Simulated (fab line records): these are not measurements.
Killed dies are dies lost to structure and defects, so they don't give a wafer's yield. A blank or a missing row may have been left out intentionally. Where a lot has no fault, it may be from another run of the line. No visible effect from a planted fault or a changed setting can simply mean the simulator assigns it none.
Matching of chambers    flow n5Finfet    N5_HKMG_FIN_ETCH_86 on rieDiel-04: 4 sister chambers
The step etches SOC in N2/H2, stops on TiN, target depth 393.2 nm. 14 wafers are shown with their chamber, then 7 later ones without.

== WAFERS WITH THEIR CHAMBER ==
wafer   chamber  showerheadPlenumPTorr (Torr)  drypumpMotorCurrentA (A)  throttleValvePct (%)
L085.1  2        2.50                          5.42                      17.63
L085.2  1        2.42                          5.95                      17.73
L085.6  3        2.55                          5.22                      17.91
L087.2  1        2.42                          5.92                      17.75
L087.3  3        2.55                          5.22                      17.92
L087.4  0        2.53                          5.55                      17.91
L088.1  0        2.53                          5.56                      17.91
L088.3  1        2.42                          5.90                      17.75
L088.5  1        2.42                          5.92                      17.75
L089.2  1        2.42                          5.94                      17.75
L089.4  1        2.42                          5.92                      17.75
L089.5  2        2.50                          5.41                      17.65
L091.2  0        2.52                          5.52                      17.92
L091.4  3        2.55                          5.23                      17.93

SIGNATURES, as means of the wafers listed above
reading                chamber 0  chamber 1  chamber 2  chamber 3  scatter within a chamber
showerheadPlenumPTorr  2.5267     2.4200     2.5000     2.5500     0.00258
drypumpMotorCurrentA   5.5433     5.9250     5.4150     5.2233     0.0159
throttleValvePct       17.9133    17.7467    17.6400    17.9200    0.00894
Rule: for each reading, subtract the chamber's mean from the wafer's reading, divide by that reading's scatter and square the result; add these up over the readings and take the root, which gives the wafer's distance from the chamber. The wafer belongs to the nearest chamber; if the next one is less than 2 further off, it can't be placed. The scatter: take each reading less its chamber's mean, square it, sum over the shown wafers, divide by the number of wafers less the number of chambers, and take the root.

== WAFERS WHOSE CHAMBER IS MISSING ==
wafer   showerheadPlenumPTorr (Torr)  drypumpMotorCurrentA (A)  throttleValvePct (%)
L091.5  2.52                          5.52                      17.93
L092.1  2.50                          5.41                      17.68
L092.2  2.42                          5.90                      17.76
L092.3  2.52                          5.54                      17.92
L095.3  2.42                          5.91                      17.77
L095.4  2.49                          5.40                      17.19
L095.5  2.52                          5.55                      17.94

== WHICH CHAMBER EACH ONE RAN IN ==
wafer   from the rows above  in truth
L091.5  0                    0
L092.1  2                    2
L092.2  1                    1
L092.3  0                    0
L095.3  1                    1
L095.4  2                    2
L095.5  0                    0
Correctly placed: 7 of 7. From these rows, 0 cannot be placed. Number placed wrongly: 0.
